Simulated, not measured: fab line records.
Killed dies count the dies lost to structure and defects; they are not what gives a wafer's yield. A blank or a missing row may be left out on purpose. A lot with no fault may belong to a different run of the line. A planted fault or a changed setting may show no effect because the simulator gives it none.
Matching of chambers / flow n5 finfet / 3 sister chambers for N5_BEOL_M4_PRE_CLEAN_60 on cvd co-01
The step time 15 s. 6 wafers are shown with their chamber, then 12 later ones without.

WAFERS WITH THEIR CHAMBER
wafer=L085.1; chamber=2; heater power w (W)=105
wafer=L085.3; chamber=1; heater power w (W)=134
wafer=L085.6; chamber=2; heater power w (W)=106
wafer=L087.1; chamber=1; heater power w (W)=134
wafer=L087.2; chamber=0; heater power w (W)=88
wafer=L087.5; chamber=0; heater power w (W)=89

WAFERS MISSING THEIR CHAMBER
wafer=L090.2; heater power w (W)=88
wafer=L090.5; heater power w (W)=89
wafer=L090.6; heater power w (W)=103
wafer=L091.2; heater power w (W)=132
wafer=L091.5; heater power w (W)=87
wafer=L091.6; heater power w (W)=133
wafer=L092.1; heater power w (W)=106
wafer=L092.2; heater power w (W)=131
wafer=L092.5; heater power w (W)=88
wafer=L097.1; heater power w (W)=104
wafer=L097.3; heater power w (W)=134
wafer=L097.6; heater power w (W)=132

WHICH CHAMBER EACH WENT THROUGH
wafer=L090.2; from the rows above=0; in truth=0
wafer=L090.5; from the rows above=0; in truth=0
wafer=L090.6; from the rows above=2; in truth=2
wafer=L091.2; from the rows above=1; in truth=1
wafer=L091.5; from the rows above=0; in truth=0
wafer=L091.6; from the rows above=1; in truth=1
wafer=L092.1; from the rows above=2; in truth=2
wafer=L092.2; from the rows above=1; in truth=1
wafer=L092.5; from the rows above=0; in truth=0
wafer=L097.1; from the rows above=2; in truth=2
wafer=L097.3; from the rows above=1; in truth=1
wafer=L097.6; from the rows above=1; in truth=1
12 of 12 placed correctly. From these rows, 0 cannot be placed. Placed wrongly: 0.
How it was worked out, from the rows above alone: a wafer's distance from a chamber is the root of the sum, over the readings, of the square of ((its reading less the chamber's mean) divided by the reading's scatter). The wafer belongs to the nearest chamber; if the next one is less than 2 further off, it can't be placed. The mean given for a chamber averages the wafers shown for that chamber. The scatter: take each reading less its chamber's mean, square it, sum over the shown wafers, divide by the number of wafers less the number of chambers, and take the root.
